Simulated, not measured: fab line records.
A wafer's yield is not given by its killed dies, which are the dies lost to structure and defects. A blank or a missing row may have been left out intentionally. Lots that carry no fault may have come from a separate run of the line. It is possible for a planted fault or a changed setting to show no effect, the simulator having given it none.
Chamber matching | flow n5Finfet | 4 sister chambers for N5_MIM_TOP_LITHO_DESCUM_10 on rieDiel-04
The step chemistry O2, time 7.9 s. 8 wafers are shown with their chamber, then 10 later ones without.

## WAFERS WITH THEIR CHAMBER
wafer  | chamber | showerheadPlenumPTorr (Torr) | throttleValvePct (%)
L082.3 | 3       | 2.05                         | 20.44
L084.4 | 3       | 2.05                         | 20.45
L088.1 | 1       | 2.13                         | 20.30
L087.2 | 0       | 2.14                         | 20.44
L087.3 | 2       | 2.18                         | 20.65
L087.6 | 2       | 2.18                         | 20.67
L090.1 | 0       | 2.13                         | 20.46
L090.3 | 1       | 2.13                         | 20.31

## WAFERS WITH NO CHAMBER GIVEN
wafer  | showerheadPlenumPTorr (Torr) | throttleValvePct (%)
L090.5 | 2.04                         | 20.45
L091.1 | 2.13                         | 20.49
L091.2 | 2.13                         | 20.32
L091.4 | 2.04                         | 20.48
L092.1 | 2.04                         | 20.49
L092.3 | 2.18                         | 20.69
L092.4 | 2.13                         | 20.47
L094.2 | 2.04                         | 20.48
L094.3 | 2.13                         | 20.48
L094.5 | 2.18                         | 20.70

## WHICH CHAMBER EACH WENT THROUGH
wafer  | from the rows above | in truth
L090.5 | 3                   | 3
L091.1 | 0                   | 0
L091.2 | 1                   | 1
L091.4 | 3                   | 3
L092.1 | 3                   | 3
L092.3 | 2                   | 2
L092.4 | 0                   | 0
L094.2 | 3                   | 3
L094.3 | 0                   | 0
L094.5 | 2                   | 2
Placed correctly: 10 of 10. Number that these rows cannot place: 0. Placed wrongly: 0.
How it was worked out, from the rows above alone: a wafer's distance from a chamber is the root of the sum, over the readings, of the square of ((its reading less the chamber's mean) divided by the reading's scatter). The wafer belongs to the nearest chamber; if the next one is less than 2 further off, it can't be placed. A chamber's mean is the mean of its shown wafers. How the scatter is found: for the shown wafers, subtract from each reading the mean of its chamber, square and add these, divide the total by (wafers less chambers), then take the root.
